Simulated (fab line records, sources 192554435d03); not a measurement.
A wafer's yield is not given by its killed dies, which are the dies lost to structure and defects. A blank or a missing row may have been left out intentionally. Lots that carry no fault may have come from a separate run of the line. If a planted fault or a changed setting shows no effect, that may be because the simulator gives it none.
fab line records + flow n5-finfet
record:
- lots: 9
- wafers: 25
- last-day: 18
route steps=1938 shown BEOL_M2@881 BEOL_M4@1111
lots with no fault: from the same line, run without faults
start-h: start of the lot's first displayed wafer, in hours after the record's first day + wait-h: time in hours since the lot's previous step + " same as the row above + L1.1+2: one row covering several wafers at once + - value missing, or start not given + * or withheld: withheld + < > ~ a bound
route shown NAME@n: NAME is a module with steps in the file, n the number in the route of the first one + usual: mean/standard deviation of fault-free wafers + same: alike in all rows + chamber/n: place in a boat + sites: readings site by site + _std_site: standard deviation across them + _edge_site: outer sites' mean less inner sites' + radius-mm: how far each site lies from the wafer's centre + mask NAME#n: copy n + behind: the tool/chamber that last shaped the wafer + hold: cause of the lot's hold/its duration in hours/its outcome + device: whichever transistor did not switch (one of n, p or np) + end of line: the same wafers' tests at the end of the route + a step without rows: its recipe alone + killed: the dies lost at the first sort to structure and to defects; this is not the yield of the wafer + map: a wafer's dies, x killed, . not, _ none there
set.NAME: the run value of the setting; set.NAME@STEP: its run value at that earlier step + model.NAME: the simulator's own value behind a step, which no gauge read
steps of the route over a sample of lots; a table a step, a row a wafer
services: from which hour (start-h, from the record's first day; less than 0 if before it) a tool's chamber was out of use, for how many hours, and why
== steps ==
step: N5_BEOL_M2_ETCH_69
recipe:
- chemistry: CF4
- target: SiARC
- target-depth-a: 156
- mask-material: CAR-EUV
- time-s: 26
- ion-energy-ev: 80
- pressure-mtorr: 40
- source-w: 545
- bias-w: 36
- Ar_flow_sccm: 100
- cf4-flow-sccm: 100
- ends: cleared
usual:
- drypump-motor-current-A: 5.6/0.56
- etch-rf-on-time-s: 26.1/0.69
- oes-product-au: 0.71/0.08
- rf-fwd-power-W: 531.9/2
- rf-vpp-V: 184.2/1.2
- showerhead-plenum-p-Torr: 2.16/0.073
- throttle-valve-pct: 15.49/0.22
| lot.wafer | tool        | chamber | start-h | wait-h | drypump-motor-current-A | etch-rf-on-time-s | oes-product-au | rf-fwd-power-W | rf-hours-counter-h | rf-vpp-V | showerhead-plenum-p-Torr | throttle-valve-pct |
|-----------|-------------|---------|---------|--------|-------------------------|-------------------|----------------|----------------|--------------------|----------|--------------------------|--------------------|
| L616.1    | rie-diel-06 | 3       | 164.57  | 0.0    | 5.7                     | 26.1              | 0.59           | 530.4          | 247                | 184.5    | 2.11                     | 15.64              |
| L616.2    | "           | 1       | "       | "      | 5.5                     | 26.4              | 0.59           | 533.6          | 233                | 185.6    | 2.19                     | 15.97              |
| L616.6    | "           | 3       | "       | "      | 5.7                     | 26.2              | 0.58           | 530.6          | -                  | 183.7    | 2.10                     | 15.63              |
| L618.2    | rie-diel-06 | 2       | 171.14  | 0.0    | 6.4                     | 25.4              | 0.78           | 533.1          | 22                 | 185.9    | 2.28                     | 15.37              |
| L618.3    | "           | 3       | "       | "      | 5.7                     | 26.4              | 0.58           | 528.1          | 249                | 183.4    | 2.10                     | 15.62              |
| L618.5    | "           | 1       | "       | "      | 5.6                     | 26.3              | 0.58           | 531.1          | -                  | 183.7    | 2.19                     | 15.99              |
| L621.4    | rie-diel-02 | 0       | 195.20  | 0.0    | 5.5                     | 25.1              | 0.68           | 530.5          | 134                | 182.8    | 2.14                     | 15.48              |
| L621.5    | "           | 0       | "       | "      | 5.5                     | 25.4              | 0.68           | 531.3          | -                  | 183.4    | 2.14                     | 15.49              |
| L623.4    | rie-diel-06 | 2       | 196.09  | 0.0    | 6.4                     | 25.4              | 0.77           | 531.5          | 32                 | 183.9    | 2.27                     | 15.40              |
| L623.6    | "           | 2       | "       | "      | 6.4                     | 25.2              | 0.77           | 533.6          | -                  | 186.6    | 2.27                     | 15.41              |
| L622.2    | rie-diel-06 | 3       | 203.29  | 0.0    | 5.7                     | 25.6              | 0.84           | 530.8          | 3                  | 184.7    | 2.10                     | 15.12              |
| L622.3    | "           | 2       | "       | "      | 6.4                     | 25.0              | 0.77           | 530.6          | 35                 | 185.1    | 2.27                     | 15.39              |
| L622.4    | "           | 0       | "       | "      | 4.8                     | 25.7              | 0.73           | 532.0          | 59                 | 182.9    | 2.08                     | 15.40              |
| L628.3    | rie-diel-06 | 0       | 227.52  | 0.0    | 4.8                     | 25.9              | 0.72           | 530.9          | 70                 | 182.8    | 2.08                     | 15.44              |
| L628.4    | "           | 2       | "       | "      | 6.4                     | 25.2              | 0.75           | 534.1          | -                  | 185.0    | 2.27                     | 15.42              |
| L628.6    | "           | 3       | "       | "      | 5.7                     | 25.9              | 0.79           | 531.9          | -                  | 184.7    | 2.10                     | 15.16              |
| L626.1    | rie-diel-02 | 1       | 230.81  | 0.0    | 5.3                     | 26.4              | 0.63           | 535.7          | 191                | 183.9    | 2.15                     | 15.73              |
| L626.3    | "           | 0       | "       | "      | 5.5                     | 25.3              | 0.66           | 531.7          | 150                | 183.9    | 2.14                     | 15.52              |
| L626.4    | "           | 3       | "       | "      | 6.5                     | 26.1              | 0.58           | 534.4          | 229                | 183.6    | 2.12                     | 15.87              |
| L632.2    | rie-diel-05 | 0       | 257.11  | 0.0    | 5.4                     | 26.6              | 0.65           | 531.7          | 135                | 181.5    | 2.07                     | 15.54              |
| L632.3    | "           | 3       | "       | "      | 5.8                     | 27.1              | 0.73           | 531.8          | 38                 | 182.8    | 2.08                     | 15.58              |
| L632.6    | "           | 1       | "       | "      | 5.4                     | 25.0              | 0.83           | 534.8          | -                  | 183.6    | 2.11                     | 15.28              |
| L635.1    | rie-diel-02 | 2       | 275.62  | 0.0    | 4.7                     | 27.0              | 0.63           | 530.7          | 155                | 184.1    | 2.21                     | 15.38              |
| L635.2    | "           | 1       | "       | "      | 5.3                     | 26.5              | 0.61           | 536.1          | 206                | 183.9    | 2.15                     | 15.75              |
| L635.4    | "           | 3       | "       | "      | 6.5                     | 26.3              | 0.57           | 532.2          | 243                | 185.0    | 2.11                     | 15.90              |
step: N5_BEOL_M2_TRENCH_ETCH_37
recipe:
- chemistry: C4F6/O2
- target-depth-a: 555.55
- target: SiOC
- time-s: 29.2
- ion-energy-ev: 250
- pressure-mtorr: 30
- source-w: 355
- bias-w: 185
- Ar_flow_sccm: 300
- C4F6_flow_sccm: 10
- O2_flow_sccm: 10
usual:
- drypump-motor-current-A: 5.7/0.53
- oes-product-au: 0.83/0.083
- rf-fwd-power-W: 349.7/1.4
- rf-vpp-V: 665/16
- showerhead-plenum-p-Torr: 2.85/0.1
- throttle-valve-pct: 20.72/0.21
| lot.wafer | tool        | chamber | start-h | wait-h | drypump-motor-current-A | oes-product-au | rf-fwd-power-W | rf-hours-counter-h | rf-vpp-V | showerhead-plenum-p-Torr | throttle-valve-pct |
|-----------|-------------|---------|---------|--------|-------------------------|----------------|----------------|--------------------|----------|--------------------------|--------------------|
| L616.1    | rie-diel-05 | 2       | 168.54  | -      | 6.5                     | 0.87           | 349.4          | 28                 | 673      | 3.02                     | 20.71              |
| L616.2    | "           | 3       | "       | "      | 5.7                     | 0.92           | 348.4          | 10                 | 678      | 2.77                     | 20.82              |
| L616.6    | "           | 1       | "       | "      | 5.4                     | 0.68           | 349.8          | -                  | 643      | 2.82                     | 20.92              |
| L618.2    | rie-diel-06 | 1       | 178.15  | -      | 5.6                     | 0.68           | 351.1          | 238                | 635      | 2.93                     | 21.36              |
| L618.3    | "           | 0       | "       | "      | 4.9                     | 0.87           | 348.3          | 48                 | 679      | 2.75                     | 20.48              |
| L618.5    | "           | 0       | "       | "      | 4.8                     | 0.87           | 348.0          | -                  | 680      | 2.75                     | 20.50              |
| L621.4    | rie-diel-06 | 3       | 200.99  | -      | 5.7                     | 0.98           | 351.9          | 2                  | 662      | 2.79                     | 20.34              |
| L621.5    | "           | 2       | "       | "      | 6.4                     | 0.90           | 351.6          | -                  | 684      | 3.00                     | 20.57              |
| L623.4    | rie-diel-02 | 1       | 203.81  | -      | 5.3                     | 0.75           | 351.6          | 180                | 679      | 2.86                     | 20.88              |
| L623.6    | "           | 2       | "       | "      | 4.7                     | 0.77           | 349.8          | -                  | 669      | 2.96                     | 20.50              |
| L622.2    | rie-diel-06 | 0       | 206.60  | -      | 4.9                     | 0.81           | 286.6          | 60                 | 753      | 2.74                     | 20.51              |
| L622.3    | "           | 1       | "       | "      | 5.5                     | 0.63           | 287.1          | 250                | 704      | 2.93                     | 21.37              |
| L622.4    | "           | 3       | "       | "      | 5.7                     | 0.92           | 285.5          | 4                  | 734      | 2.79                     | 20.34              |
| L628.3    | rie-diel-06 | 2       | 233.47  | -      | 6.4                     | 0.84           | 285.8          | 49                 | 756      | 2.99                     | 20.60              |
| L628.4    | "           | 0       | "       | "      | 4.8                     | 0.81           | 285.4          | 74                 | 752      | 2.73                     | 20.51              |
| L628.6    | "           | 0       | "       | "      | 4.8                     | 0.80           | 285.3          | -                  | 752      | 2.73                     | 20.51              |
| L626.1    | rie-diel-02 | 3       | 233.49  | -      | 6.5                     | 0.67           | 350.3          | 230                | 643      | 2.80                     | 20.98              |
| L626.3    | "           | 0       | "       | "      | 5.5                     | 0.77           | 349.7          | 151                | 656      | 2.84                     | 20.74              |
| L626.4    | "           | 1       | "       | "      | 5.3                     | 0.72           | 351.6          | 192                | 678      | 2.86                     | 20.90              |
| L632.2    | rie-diel-05 | 2       | 258.29  | -      | 6.5                     | 0.83           | 349.9          | 57                 | 674      | 3.01                     | 20.77              |
| L632.3    | "           | 1       | "       | "      | 5.4                     | 0.97           | 351.2          | 7                  | 639      | 2.81                     | 20.60              |
| L632.6    | "           | 1       | "       | "      | 5.5                     | 0.96           | 351.6          | -                  | 639      | 2.81                     | 20.62              |
| L635.1    | rie-diel-05 | 2       | 281.20  | -      | 6.5                     | 0.81           | 349.3          | 66                 | 673      | 3.00                     | 20.79              |
| L635.2    | "           | 1       | "       | "      | 5.4                     | 0.94           | 351.2          | 16                 | 640      | 2.81                     | 20.60              |
| L635.4    | "           | 0       | "       | "      | 5.5                     | 0.76           | 349.7          | 143                | 666      | 2.73                     | 20.70              |
step: N5_BEOL_M2_STRIP_97
recipe:
- chemistry: N2/H2
- time-s: 10
- power-w: 450
- temp-c: 40
- pressure-mtorr: 20
- rf-frequency-hz: 6e+07
- bias-power-w: 7
- n2-flow-sccm: 200
- h2-flow-sccm: 200
usual:
- bias-power-w: 7.001/0.022
- drypump-motor-current-A: 5.7/0.53
- oes-product-au: 0.83/0.086
- rf-vpp-V: 59.4/0.91
- showerhead-plenum-p-Torr: 2.55/0.084
- throttle-valve-pct: 23.5/0.42
| lot.wafer | tool        | chamber | start-h | wait-h | bias-power-w | drypump-motor-current-A | oes-product-au | rf-hours-counter-h | rf-vpp-V | showerhead-plenum-p-Torr | throttle-valve-pct |
|-----------|-------------|---------|---------|--------|--------------|-------------------------|----------------|--------------------|----------|--------------------------|--------------------|
| L616.1    | rie-diel-05 | 2       | -       | -      | 6.978        | 6.4                     | 0.89           | 28                 | 58.5     | 2.70                     | 23.6               |
| L616.2    | "           | 3       | "       | "      | 6.996        | 5.7                     | 0.93           | 10                 | 57.5     | 2.50                     | 24.1               |
| L616.6    | "           | 1       | "       | "      | 6.980        | 5.4                     | 0.69           | -                  | 60.7     | 2.49                     | 23.7               |
| L618.2    | rie-diel-06 | 1       | -       | -      | 7.010        | 5.5                     | 0.68           | 238                | 60.4     | 2.58                     | 23.6               |
| L618.3    | "           | 0       | "       | "      | 7.004        | 4.8                     | 0.87           | 48                 | 57.7     | 2.50                     | 24.0               |
| L618.5    | "           | 0       | "       | "      | 7.013        | 4.8                     | 0.87           | -                  | 58.6     | 2.50                     | 24.1               |
| L621.4    | rie-diel-06 | 3       | -       | -      | 7.009        | 5.7                     | 0.99           | 2                  | 58.7     | 2.47                     | 22.8               |
| L621.5    | "           | 2       | "       | "      | 6.976        | 6.4                     | 0.90           | -                  | 59.7     | 2.69                     | 23.2               |
| L623.4    | rie-diel-02 | 1       | -       | -      | 6.997        | 5.3                     | 0.74           | 180                | 58.7     | 2.52                     | 23.4               |
| L623.6    | "           | 2       | "       | "      | 6.986        | 4.7                     | 0.78           | -                  | 59.1     | 2.63                     | 22.8               |
| L622.2    | rie-diel-06 | 0       | -       | -      | 7.024        | 4.8                     | 0.84           | 60                 | 59.8     | 2.49                     | 24.1               |
| L622.3    | "           | 1       | "       | "      | 6.973        | 5.6                     | 0.67           | 250                | 59.4     | 2.57                     | 23.6               |
| L622.4    | "           | 3       | "       | "      | 7.002        | 5.7                     | 0.98           | 4                  | 59.3     | 2.46                     | 22.8               |
| L628.3    | rie-diel-06 | 2       | -       | -      | 6.998        | 6.4                     | 0.88           | 49                 | 58.5     | 2.68                     | 23.2               |
| L628.4    | "           | 0       | "       | "      | 7.034        | 4.9                     | 0.84           | 74                 | 58.9     | 2.49                     | 24.1               |
| L628.6    | "           | 0       | "       | "      | 7.012        | 4.8                     | 0.84           | -                  | 58.7     | 2.49                     | 24.1               |
| L626.1    | rie-diel-02 | 3       | -       | -      | 6.987        | 6.5                     | 0.69           | 230                | 59.3     | 2.51                     | 23.6               |
| L626.3    | "           | 0       | "       | "      | 7.017        | 5.5                     | 0.76           | 151                | 58.8     | 2.56                     | 23.6               |
| L626.4    | "           | 1       | "       | "      | 6.984        | 5.3                     | 0.73           | 192                | 59.4     | 2.52                     | 23.4               |
| L632.2    | rie-diel-05 | 2       | -       | -      | 7.044        | 6.4                     | 0.85           | 57                 | 58.8     | 2.68                     | 23.7               |
| L632.3    | "           | 1       | "       | "      | 6.978        | 5.5                     | 0.97           | 7                  | 59.5     | 2.48                     | 23.4               |
| L632.6    | "           | 1       | "       | "      | 7.013        | 5.4                     | 0.97           | -                  | 58.7     | 2.48                     | 23.4               |
| L635.1    | rie-diel-05 | 2       | -       | -      | 6.985        | 6.5                     | 0.84           | 66                 | 61.8     | 2.68                     | 23.7               |
| L635.2    | "           | 1       | "       | "      | 6.992        | 5.4                     | 0.95           | 16                 | 58.9     | 2.48                     | 23.4               |
| L635.4    | "           | 0       | "       | "      | 6.968        | 5.5                     | 0.76           | 143                | 58.8     | 2.45                     | 23.8               |
step: N5_BEOL_M2_OCD_MEAS_38
usual:
- trench-depth-nm: 55.3/1.3
| lot.wafer | tool   | chamber | start-h | wait-h | trench-depth-nm |
|-----------|--------|---------|---------|--------|-----------------|
| L616.1    | ocd-02 | -       | 168.69  | -      | 54.3            |
| L616.2    | "      | -       | "       | "      | 54.4            |
| L616.6    | "      | -       | "       | "      | 54.5            |
| L618.2    | ocd-01 | -       | 178.30  | -      | 54.4            |
| L618.3    | "      | -       | "       | "      | 56.6            |
| L618.5    | "      | -       | "       | "      | 56.7            |
| L621.4    | ocd-02 | -       | 201.15  | -      | 55.6            |
| L621.5    | "      | -       | "       | "      | 56.7            |
| L623.4    | ocd-01 | -       | 203.97  | -      | 56.1            |
| L623.6    | "      | -       | "       | "      | 54.3            |
| L622.2    | ocd-02 | -       | 206.76  | -      | 51.7            |
| L622.3    | "      | -       | "       | "      | 49.1            |
| L622.4    | "      | -       | "       | "      | 51.0            |
| L628.3    | ocd-02 | -       | 233.63  | -      | 53.4            |
| L628.4    | "      | -       | "       | "      | 53.1            |
| L628.6    | "      | -       | "       | "      | 52.8            |
| L626.1    | ocd-01 | -       | 233.64  | -      | 53.1            |
| L626.3    | "      | -       | "       | "      | 55.2            |
| L626.4    | "      | -       | "       | "      | 54.5            |
| L632.2    | ocd-01 | -       | 258.45  | -      | 54.2            |
| L632.3    | "      | -       | "       | "      | 57.5            |
| L632.6    | "      | -       | "       | "      | 57.1            |
| L635.1    | ocd-01 | -       | 281.35  | -      | 52.8            |
| L635.2    | "      | -       | "       | "      | 57.0            |
| L635.4    | "      | -       | "       | "      | 54.6            |
step: N5_BEOL_M2_PRE_CLEAN_45
recipe:
- gas: H2/He
- time-s: 30
- temp-c: 250
usual:
- heater-power-w: 329/33
| lot.wafer | tool           | chamber | start-h | wait-h | heater-power-w |
|-----------|----------------|---------|---------|--------|----------------|
| L616.1    | pvd-sputter-03 | -       | 169.25  | 0.0    | 341            |
| L616.2    | "              | -       | "       | "      | 319            |
| L616.6    | "              | -       | "       | "      | 310            |
| L618.2    | pvd-sputter-01 | -       | 179.07  | 0.0    | 297            |
| L618.3    | "              | -       | "       | "      | 402            |
| L618.5    | "              | -       | "       | "      | 306            |
| L621.4    | pvd-sputter-01 | -       | 201.58  | 0.0    | 303            |
| L621.5    | "              | -       | "       | "      | 301            |
| L623.4    | pvd-sputter-03 | -       | 204.35  | 0.0    | 308            |
| L623.6    | "              | -       | "       | "      | 317            |
| L622.2    | pvd-sputter-01 | -       | 206.99  | 0.0    | 406            |
| L622.3    | "              | -       | "       | "      | 300            |
| L622.4    | "              | -       | "       | "      | 322            |
| L628.3    | pvd-sputter-01 | -       | 234.20  | 0.0    | 302            |
| L628.4    | "              | -       | "       | "      | 412            |
| L628.6    | "              | -       | "       | "      | 406            |
| L626.1    | pvd-sputter-03 | -       | 234.20  | 0.0    | 359            |
| L626.3    | "              | -       | "       | "      | 326            |
| L626.4    | "              | -       | "       | "      | 350            |
| L632.2    | pvd-sputter-03 | -       | 258.88  | 0.0    | 350            |
| L632.3    | "              | -       | "       | "      | 325            |
| L632.6    | "              | -       | "       | "      | 309            |
| L635.1    | pvd-sputter-02 | -       | 282.09  | 0.0    | 358            |
| L635.2    | "              | -       | "       | "      | 304            |
| L635.4    | "              | -       | "       | "      | 306            |
step: N5_BEOL_M4_RC_MEAS_101
usual:
- DIBL_N: 37.1/2.4
- DIBL_P: 37/3
- IOFF_N: 0.18/0.053
- IOFF_P: 0.21/0.05
- ION_N: 674/14
- ION_P: 459/9.2
- SS_N: 72.1/0.9
- SS_P: 73.4/0.89
- VT_N: 250/3.8
- VT_P: -251/3.7
| lot.wafer | tool      | chamber | start-h | wait-h | DIBL_N[mV/V] | DIBL_P[mV/V] | IOFF_N[nA/um] | IOFF_P[nA/um] | ION_N[uA/um] | ION_P[uA/um] | SS_N[mV/dec] | SS_P[mV/dec] | VT_N[mV] | VT_P[mV] |
|-----------|-----------|---------|---------|--------|--------------|--------------|---------------|---------------|--------------|--------------|--------------|--------------|----------|----------|
| L616.1    | prober-01 | 0       | 200.63  | 0.2    | 35.0         | 34           | 0.13          | 0.16          | 664          | 455          | 71.5         | 73.0         | 253      | -251     |
| L616.2    | "         | 0       | "       | "      | 34.1         | 32           | 0.12          | 0.14          | 652          | 445          | 71.4         | 72.2         | 256      | -257     |
| L616.6    | "         | 0       | "       | "      | 36.0         | 35           | 0.14          | 0.17          | 664          | 453          | 71.1         | 72.8         | 255      | -255     |
| L618.2    | prober-01 | 0       | 210.38  | 0.2    | 37.7         | 40           | 0.19          | 0.22          | 671          | 459          | 72.5         | 74.4         | 250      | -251     |
| L618.3    | "         | 0       | "       | "      | 34.9         | 36           | 0.13          | 0.18          | 657          | 450          | 71.4         | 73.3         | 253      | -253     |
| L618.5    | "         | 0       | "       | "      | 36.0         | 36           | 0.16          | 0.18          | 679          | 457          | 72.1         | 72.9         | 250      | -254     |
| L621.4    | prober-01 | 0       | 230.08  | 0.5    | 39.7         | 37           | 0.20          | 0.19          | 670          | 449          | 73.0         | 74.5         | 251      | -256     |
| L621.5    | "         | 0       | "       | "      | 34.1         | 32           | 0.10          | 0.13          | 651          | 446          | 71.8         | 72.7         | 259      | -258     |
| L623.4    | prober-01 | 0       | 234.68  | 0.5    | 35.6         | 36           | 0.17          | 0.20          | 678          | 462          | 72.4         | 73.2         | 250      | -251     |
| L623.6    | "         | 0       | "       | "      | 37.2         | 38           | 0.22          | 0.23          | 698          | 465          | 71.5         | 74.4         | 244      | -250     |
| L622.2    | prober-02 | 0       | 234.89  | 0.2    | 37.4         | 35           | 0.20          | 0.18          | 679          | 453          | 72.4         | 73.6         | 248      | -253     |
| L622.3    | "         | 0       | "       | "      | 37.3         | 39           | 0.17          | 0.22          | 670          | 455          | 71.4         | 74.0         | 251      | -252     |
| L622.4    | "         | 0       | "       | "      | 38.5         | 39           | 0.20          | 0.22          | 672          | 449          | 73.4         | 74.6         | 250      | -251     |
| L626.1    | prober-02 | 0       | 265.37  | 0.0    | 35.8         | 36           | 0.15          | 0.19          | 694          | 467          | 71.0         | 72.6         | 250      | -253     |
| L626.3    | "         | 0       | "       | "      | 39.2         | 40           | 0.21          | 0.25          | 679          | 466          | 72.0         | 74.1         | 246      | -250     |
| L626.4    | "         | 0       | "       | "      | 39.0         | 41           | 0.21          | 0.27          | 712          | 484          | 72.4         | 74.0         | 243      | -248     |
| L628.3    | prober-02 | 0       | 274.10  | 0.3    | 35.3         | 33           | 0.13          | 0.16          | 663          | 454          | 70.9         | 72.4         | 250      | -255     |
| L628.4    | "         | 0       | "       | "      | 39.8         | 40           | 0.20          | 0.25          | 685          | 468          | 72.8         | 74.7         | 248      | -247     |
| L628.6    | "         | 0       | "       | "      | 37.4         | 37           | 0.15          | 0.21          | 666          | 458          | 71.4         | 73.0         | 251      | -250     |
| L632.2    | prober-02 | 0       | 288.24  | 0.2    | 41.6         | 41           | 0.28          | 0.27          | 683          | 463          | 73.6         | 75.0         | 243      | -248     |
| L632.3    | "         | 0       | "       | "      | 35.2         | 35           | 0.14          | 0.17          | 651          | 446          | 71.9         | 72.9         | 255      | -255     |
| L632.6    | "         | 0       | "       | "      | 39.3         | 38           | 0.24          | 0.23          | 682          | 461          | 73.2         | 74.9         | 247      | -251     |
| L635.1    | prober-01 | 0       | 312.45  | 0.0    | 34.9         | 35           | 0.13          | 0.16          | 662          | 456          | 71.0         | 73.0         | 254      | -253     |
| L635.2    | "         | 0       | "       | "      | 37.6         | 38           | 0.16          | 0.19          | 662          | 448          | 71.7         | 73.5         | 254      | -253     |
| L635.4    | "         | 0       | "       | "      | 37.8         | 39           | 0.19          | 0.22          | 681          | 460          | 71.8         | 73.7         | 249      | -252     |
== services ==
| tool        | chamber | start-h | hours | kind                          |
|-------------|---------|---------|-------|-------------------------------|
| rie-diel-05 | 0       | 153.50  | 6.6   | repair                        |
| rie-diel-06 | 3       | 172.77  | -     | clean                         |
| rie-diel-06 | 3       | 172.77  | -     | consumable-replace:focus-ring |
| rie-diel-06 | 3       | 172.77  | 22.0  | scheduled-down                |
| rie-diel-06 | 3       | 172.77  | 22.0  | vent-cycle                    |
| rie-diel-05 | -       | 198.73  | 14.6  | pm                            |
| rie-diel-06 | 1       | 206.72  | -     | clean                         |
| rie-diel-06 | 1       | 206.72  | -     | consumable-replace:focus-ring |
| rie-diel-06 | 1       | 206.72  | 22.6  | scheduled-down                |
| rie-diel-06 | 1       | 206.72  | 22.6  | vent-cycle                    |
| rie-diel-05 | 1       | 216.85  | -     | clean                         |
| rie-diel-05 | 1       | 216.85  | -     | consumable-replace:focus-ring |
| rie-diel-05 | 0       | 231.06  | 1.6   | repair                        |
| rie-diel-06 | -       | 236.71  | 0.9   | repair                        |
| rie-diel-06 | 0       | 252.51  | 12.0  | repair                        |
| rie-diel-02 | 3       | 262.99  | 5.7   | repair                        |
| rie-diel-02 | -       | 271.93  | 0.3   | repair                        |
== key ==
first-sign:
- step: N5_BEOL_M2_TRENCH_ETCH_37
- reading: rf-fwd-power-W
- direction: down
- sigmas: 47
- usual: *
- struck: *
effect:
- step: N5_BEOL_M2_TRENCH_ETCH_37
- reading: rf-vpp-V
- direction: up
- sigmas: 4.9
- usual: 665
- struck: 742
effect:
- step: N5_BEOL_M2_OCD_MEAS_38
- reading: trench-depth-nm
- direction: down
- sigmas: 2.6
- usual: 55.3
- struck: 51.9
met-at N5_BEOL_M2_TRENCH_ETCH_37
struck-lots L622,L628
not-acting-at N5_BEOL_M2_ETCH_69,N5_BEOL_M2_STRIP_97,N5_BEOL_M2_PRE_CLEAN_45
onset-between 200.99 206.60
fault:
- kind: process-parameter-drift
- tool: rie-diel-06
- chamber: -
- onset-h: 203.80
- steps: N5_BEOL_M2_TRENCH_ETCH_37
- channel: source-w
- offset: -63.9
- shape: step
- end-h: 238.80
- acts-in: these-recipes-only
- stated: 355
